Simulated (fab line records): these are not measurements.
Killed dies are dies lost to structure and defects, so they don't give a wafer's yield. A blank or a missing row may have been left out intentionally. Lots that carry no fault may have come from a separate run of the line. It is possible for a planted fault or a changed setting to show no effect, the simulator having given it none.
One fault through the eyes of 2 desks | flow n5 finfet | what lay behind the numbers comes last; until then each desk has only its own

FROM THE METROLOGY DESK
Lot by lot, what the gauges showed, no matter which tool ran the lot: averages of those sampled wafers that carry a number. A lot is out of limits, marked OUT, if its mean lies more than 4 standard deviations from the usual mean; the brackets give that distance. It has 10 readings; the 7 that lie furthest out on some lot are the ones shown.
Columns: A = DIBL_N at N5_BEOL_M4_RC_MEAS_101, usual 36.3 mV/V; B = DIBL_P at N5_BEOL_M4_RC_MEAS_101, usual 36.3 mV/V; C = IOFF_N at N5_BEOL_M4_RC_MEAS_101, usual 0.155 nA/um; D = IOFF_P at N5_BEOL_M4_RC_MEAS_101, usual 0.211 nA/um; E = ION_P at N5_BEOL_M4_RC_MEAS_101, usual 462 uA/um; F = SS_N at N5_BEOL_M4_RC_MEAS_101, usual 71.5 mV/dec; G = VT_P at N5_BEOL_M4_RC_MEAS_101, usual -249.8 mV
lot  | first seen here | A    | B    | C     | D     | E   | F    | G
L731 | day 13 23:03    | 36.5 | 37.0 | 0.143 | 0.175 | 452 | 71.2 | -252.9
L732 | day 14 10:06    | 37.3 | 36.5 | 0.153 | 0.206 | 459 | 71.0 | -251.5
L733 | day 14 12:25    | 37.0 | 37.2 | 0.151 | 0.193 | 454 | 71.7 | -252.6
L743 | day 16 08:12    | 36.1 | 38.3 | 0.184 | 0.260 | 468 | 71.6 | -246.3
L744 | day 17 16:49    | 35.9 | 35.1 | 0.159 | 0.206 | 457 | 72.2 | -249.9
This desk's verdict: no lot among the 5 shows anything out of limits.

THE TOOL OWNER'S DESK: pecvd-04
The tool's own readings at N5_BEOL_M0_SAQP_PECVD_03 (deposits SiCN from 3MS/NH3, target thk 12 nm, time 21.1 s): means of the sampled wafers that have a number, for each lot that ran on this tool. A lot is out of limits, marked OUT, if its mean lies more than 4 standard deviations from the usual mean; the brackets give that distance.
Columns: A = run length s at N5_BEOL_M0_SAQP_PECVD_03, usual 51.2 s; B = showerhead plenum p Torr at N5_BEOL_M0_SAQP_PECVD_03, usual 3.662 Torr; C = throttle valve pct at N5_BEOL_M0_SAQP_PECVD_03, usual 9.0 %
lot  | first seen here | A    | B     | C
L731 | day 7 22:02     | 51.9 | 3.665 | 8.9
L732 | day 8 02:11     | 52.0 | 3.660 | 8.9
L733 | day 8 05:52     | 51.8 | 3.665 | 9.0
L744 | day 10 23:23    | 50.9 | 3.651 | 9.3
This desk's verdict: no lot among the 4 shows anything out of limits.

PUT TOGETHER
The metrology desk saw nothing out of limits.
The tool owner's desk saw nothing out of limits.

WHAT THE SIMULATOR HAD PUT IN
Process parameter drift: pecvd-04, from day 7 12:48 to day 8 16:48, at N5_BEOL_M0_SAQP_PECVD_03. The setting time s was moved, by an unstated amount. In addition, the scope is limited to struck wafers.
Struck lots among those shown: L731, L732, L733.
